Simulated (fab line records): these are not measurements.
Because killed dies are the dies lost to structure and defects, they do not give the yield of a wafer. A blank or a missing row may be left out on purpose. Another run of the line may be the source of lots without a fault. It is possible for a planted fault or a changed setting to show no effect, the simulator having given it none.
The tool behind it: which one?    flow n5-finfet    9 lots with 27 wafers sampled at 4 steps, on a route of 1938 steps

WHAT THE GAUGES READ, wafer by wafer
N5_BEOL_M4_RC_MEAS_101. Usual: DIBL_N 36.4 mV/V, standard deviation 1.5; DIBL_P 36.4 mV/V, standard deviation 1.6; IOFF_N 0.164 nA/um, standard deviation 0.025; IOFF_P 0.214 nA/um, standard deviation 0.028; ION_N 675 uA/um, standard deviation 9.9; ION_P 463 uA/um, standard deviation 6.5; SS_N 71.5 mV/dec, standard deviation 0.5; SS_P 73.3 mV/dec, standard deviation 0.56; VT_N 249.2 mV, standard deviation 2.7; VT_P -250.1 mV, standard deviation 2.8.
lot   measured      on         DIBL_N (mV/V)   DIBL_P (mV/V)   IOFF_N (nA/um)     IOFF_P (nA/um)     ION_N (uA/um)  ION_P (uA/um)  SS_N (mV/dec)   SS_P (mV/dec)   VT_N (mV)          VT_P (mV)             flag
L389  day 8 09:56   prober-01  37.4 38.5 36.1  35.4 37.0 33.7  0.145 0.171 0.129  0.213 0.250 0.190  671 678 659    465 470 459    70.9 71.7 71.3  73.9 74.0 73.2  251.9 249.3 254.3  -249.3 -245.5 -250.1  
L390  day 8 12:26   prober-02  35.8 36.0 35.8  37.5 37.2 36.9  0.165 0.168 0.166  0.224 0.219 0.208  677 682 687    471 467 467    71.8 71.8 70.9  73.8 73.6 73.2  249.6 247.4 248.3  -249.5 -249.8 -250.5  
L392  day 8 21:29   prober-01  35.8 35.2 34.1  35.7 34.7 34.3  0.163 0.154 0.136  0.214 0.195 0.186  678 676 664    462 460 460    70.9 71.1 70.7  73.4 73.3 72.3  250.3 250.3 253.4  -252.0 -250.5 -251.6  
L393  day 9 03:50   prober-01  36.7 38.0 37.8  33.8 35.8 35.7  0.152 0.176 0.173  0.187 0.214 0.210  670 691 678    459 470 457    71.3 71.4 72.0  72.3 74.1 73.6  250.7 247.4 246.8  -252.1 -250.6 -251.4  
L394  day 9 12:56   prober-01  37.0 37.1 35.8  38.9 39.1 37.2  0.179 0.171 0.159  0.242 0.249 0.212  677 676 677    462 464 466    72.6 72.4 71.5  72.9 73.9 73.1  247.9 250.5 251.4  -251.3 -248.7 -248.6  
L395  day 9 22:43   prober-01  38.0 39.0 38.1  38.1 39.0 37.9  0.188 0.219 0.191  0.232 0.242 0.228  679 694 688    458 469 466    71.8 72.1 71.2  73.6 73.2 74.3  246.1 242.9 244.9  -248.4 -249.2 -249.0  
L399  day 10 18:33  prober-01  35.4 36.5 34.9  35.3 37.1 34.9  0.159 0.188 0.156  0.232 0.260 0.230  683 695 667    478 477 460    72.0 72.6 72.1  73.2 73.9 73.2  249.1 244.5 248.4  -247.9 -246.2 -246.7  
L404  day 12 05:47  prober-02  36.1 34.7 36.1  35.7 34.1 36.0  0.175 0.146 0.174  0.209 0.191 0.210  686 675 682    466 464 459    71.6 71.5 71.4  72.9 72.1 73.4  244.6 250.2 249.9  -251.3 -250.9 -251.5  
L405  day 12 08:25  prober-01  37.9 36.9 38.5  38.7 37.5 39.4  0.222 0.207 0.247  0.244 0.225 0.256  696 697 703    468 468 469    72.3 71.7 71.3  73.6 74.4 74.2  246.7 245.8 242.5  -248.5 -249.9 -246.1  

N5_PASSIVATION_INSPECT_67: inspects for defects (macro). Usual: raw-defect-count at 2.0, with a standard deviation of 1.5.
lot   measured      on                 raw-defect-count  flag
L389  day 12 17:20  defect-inspect-01  2 2 0             
L390  day 12 16:42  defect-inspect-02  5 1 5             
L392  day 12 14:14  defect-inspect-01  1 2 1             
L393  day 12 22:38  defect-inspect-01  1 1 2             
L394  day 13 14:04  defect-inspect-02  1 4 1             
L395  day 14 00:06  defect-inspect-01  1 3 2             
L399  day 14 21:01  defect-inspect-02  1 0 0             
L404  day 16 01:10  defect-inspect-01  3 1               
L405  day 16 09:06  defect-inspect-02  1 2               

WHAT TOOL EACH LOT RAN ON (gives the tool, then ch and the chambers of the sampled wafers, and finally the start)
lot   N5_BEOL_M7_VIA_ETCH_34              N5_PASSIVATION_PRE_CLEAN_19
L389  rie-diel-05 ch 0,2,3, day 9 11:08   pvd-sputter-02, day 12 14:47
L390  rie-diel-03 ch 0,2,3, day 9 12:37   pvd-sputter-02, day 12 13:52
L392  rie-diel-06 ch 0,1, day 9 22:52     pvd-sputter-01, day 12 11:29
L393  rie-diel-05 ch 0,1,3, day 10 05:47  pvd-sputter-02, day 12 19:59
L394  rie-diel-03 ch 0,1,2, day 10 10:22  pvd-sputter-02, day 13 11:25
L395  rie-diel-03 ch 0,2, day 10 22:53    pvd-sputter-02, day 13 21:33
L399  rie-diel-06 ch 0,1,3, day 11 19:10  pvd-sputter-02, day 14 18:21
L404  rie-diel-03 ch 0,2,3, day 13 07:44  pvd-sputter-01, day 15 22:31
L405  rie-diel-03 ch 0,2, day 13 09:45    pvd-sputter-02, day 16 06:25
- N5_BEOL_M7_VIA_ETCH_34: etches SiCOH lowk in C4F6/O2, target depth 125.5 nm, time 50.5 s.
- N5_PASSIVATION_PRE_CLEAN_19

AS READ BY THE TOOLS THEMSELVES (means over the sampled wafers that have a number; for cases with no such wafer, the mark the record gives instead)
N5_BEOL_M7_VIA_ETCH_34. Usual: drypump-motor-current-A 5.5 A, standard deviation 0.5; oes_f_703_au 0.78 a.u., standard deviation 0.082; oes-product-au 0.78 a.u., standard deviation 0.086; rf-vpp-V 666 V, standard deviation 7.7; showerhead-plenum-p-Torr 2.86 Torr, standard deviation 0.079; throttle-valve-pct 20.91 %, standard deviation 0.23.
lot   tool         drypump-motor-current-A (A)  oes_f_703_au (a.u.)  oes-product-au (a.u.)  rf-vpp-V (V)  showerhead-plenum-p-Torr (Torr)  throttle-valve-pct (%)  flag
L389  rie-diel-05  5.6                          0.72                 0.72                   662           2.87                             20.94                   
L390  rie-diel-03  5.1                          0.82                 0.82                   666           2.87                             20.69                   
L392  rie-diel-06  5.4                          0.81                 0.81                   667           2.84                             21.04                   
L393  rie-diel-05  5.4                          0.80                 0.81                   666           2.95                             20.86                   
L394  rie-diel-03  5.1                          0.77                 0.76                   667           2.89                             20.74                   
L395  rie-diel-03  5.0                          0.84                 0.84                   668           2.84                             20.58                   
L399  rie-diel-06  5.9                          0.80                 0.80                   666           2.84                             20.99                   
L404  rie-diel-03  5.1                          0.79                 0.73                   665           2.86                             20.72                   
L405  rie-diel-03  5.0                          0.81                 0.77                   668           2.84                             20.60                   

N5_PASSIVATION_PRE_CLEAN_19. Usual: heater-power-w at 434 W, with a standard deviation of 26.
lot   tool            heater-power-w (W)  flag
L389  pvd-sputter-02  438                 
L390  pvd-sputter-02  444                 
L392  pvd-sputter-01  424                 
L393  pvd-sputter-02  439                 
L394  pvd-sputter-02  436                 
L395  pvd-sputter-02  435                 
L399  pvd-sputter-02  446                 
L404  pvd-sputter-01  446                 
L405  pvd-sputter-02  416                 

THE ANSWER, worked out from the rows above alone
Rule: take the mean of a lot's wafers that have a number; if it is more than 3 standard deviations from the usual mean, the lot is off. Also off: a lot with no number at a reading for which 4 or more lots have one. The other lots that the step has rows for count as sound. First the gauges in route order, then the tools' own readings, where a lot's mean is used as printed above. At the first step where some lot is off, the reading lying furthest off is the one used; lots without a number count as furthest.
No lot is off on any of the readings shown, so nothing can be concluded from this.

WHAT HAD BEEN PUT IN BY THE SIMULATOR
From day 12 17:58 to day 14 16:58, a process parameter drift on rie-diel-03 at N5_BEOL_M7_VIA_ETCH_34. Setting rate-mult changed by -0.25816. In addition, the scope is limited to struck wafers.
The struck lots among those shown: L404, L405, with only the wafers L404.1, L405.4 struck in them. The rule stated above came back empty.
